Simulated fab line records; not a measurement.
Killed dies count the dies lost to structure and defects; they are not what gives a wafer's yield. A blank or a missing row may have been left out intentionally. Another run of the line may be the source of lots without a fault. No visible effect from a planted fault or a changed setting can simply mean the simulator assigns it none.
Matching of chambers ; flow n5Finfet ; N5_HKMG_FIN_ALD_21 on aldMetal-02 has 4 sister chambers
The step deposits TiN, target thk 1.5 nm, pulse time 1 s, purge time 3 s. 4 wafers are shown with their chamber, then 9 later ones without.

== WAFERS WITH THEIR CHAMBER ==
wafer;chamber;heaterPowerW (W)
L092.5;1;879
L093.1;2;958
L093.3;0;951
L093.4;3;910

== WAFERS WHOSE CHAMBER IS MISSING ==
wafer;heaterPowerW (W)
L094.1;893
L094.3;967
L094.4;870
L095.2;974
L095.3;907
L095.4;883
L096.2;963
L096.3;997
L096.4;952

== CHAMBER TAKEN BY EACH ==
wafer;from the rows above;in truth
L094.1;can't be placed: 1 or 3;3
L094.3;can't be placed: 2 or 0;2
L094.4;can't be placed: 1 or 3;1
L095.2;can't be placed: 2 or 0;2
L095.3;can't be placed: 3 or 1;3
L095.4;can't be placed: 1 or 3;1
L096.2;can't be placed: 2 or 0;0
L096.3;can't be placed: 2 or 0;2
L096.4;can't be placed: 0 or 2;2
0 of 9 placed correctly. Unplaceable from these rows: 9, with the true chamber sitting among the candidates in 9. 0 placed wrongly.
How it was worked out, from the rows above alone: a wafer's distance from a chamber is the root of the sum, over the readings, of the square of ((its reading less the chamber's mean) divided by the reading's scatter). If the next closest chamber is less than 2 further off than the closest, the wafer can't be placed; otherwise it belongs to the closest. For every chamber, the mean is computed from those of its wafers that are shown. The scatter (one wafer shown for each chamber): square how far every hidden wafer sits from the nearest shown wafer, average those squares and take the square root.
